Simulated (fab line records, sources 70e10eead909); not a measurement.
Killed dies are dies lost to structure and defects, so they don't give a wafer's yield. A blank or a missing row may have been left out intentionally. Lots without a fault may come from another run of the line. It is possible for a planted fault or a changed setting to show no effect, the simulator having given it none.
Matching of chambers / flow nand-harc / rie-diel-04 running NHARC_P_CONTACT_STRIP_28: 4 sister chambers
The step strips in O2. 4 wafers are shown with their chamber, then 9 later ones without.

== WAFERS, EACH WITH ITS CHAMBER ==
wafer=L082.6; chamber=2; drypump-motor-current-A (A)=5.55
wafer=L087.5; chamber=0; drypump-motor-current-A (A)=5.67
wafer=L085.5; chamber=1; drypump-motor-current-A (A)=5.69
wafer=L085.6; chamber=3; drypump-motor-current-A (A)=5.88

== WAFERS WITH NO CHAMBER GIVEN ==
wafer=L090.1; drypump-motor-current-A (A)=5.75
wafer=L090.4; drypump-motor-current-A (A)=5.52
wafer=L090.5; drypump-motor-current-A (A)=5.52
wafer=L092.1; drypump-motor-current-A (A)=5.73
wafer=L092.3; drypump-motor-current-A (A)=5.53
wafer=L092.6; drypump-motor-current-A (A)=5.66
wafer=L093.1; drypump-motor-current-A (A)=5.72
wafer=L093.3; drypump-motor-current-A (A)=5.55
wafer=L093.6; drypump-motor-current-A (A)=5.56

== CHAMBER TAKEN BY EACH ==
wafer=L090.1; from the rows above=can't be placed: 1 or 0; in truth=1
wafer=L090.4; from the rows above=2; in truth=2
wafer=L090.5; from the rows above=2; in truth=2
wafer=L092.1; from the rows above=can't be placed: 1 or 0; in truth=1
wafer=L092.3; from the rows above=2; in truth=2
wafer=L092.6; from the rows above=can't be placed: 0 or 1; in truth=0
wafer=L093.1; from the rows above=can't be placed: 1 or 0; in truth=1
wafer=L093.3; from the rows above=2; in truth=2
wafer=L093.6; from the rows above=2; in truth=2
Placed correctly: 5 of 9. From these rows, 4 cannot be placed; in 4 the true chamber is one of the candidates. 0 placed wrongly.
How it was worked out, from the rows above alone: a wafer's distance from a chamber is the root of the sum, over the readings, of the square of ((its reading less the chamber's mean) divided by the reading's scatter). The wafer belongs to the nearest chamber; if the next one is less than 2 further off, it can't be placed. The mean given for a chamber averages the wafers shown for that chamber. The scatter (one wafer shown for each chamber): square how far every hidden wafer sits from the nearest shown wafer, average those squares and take the square root.
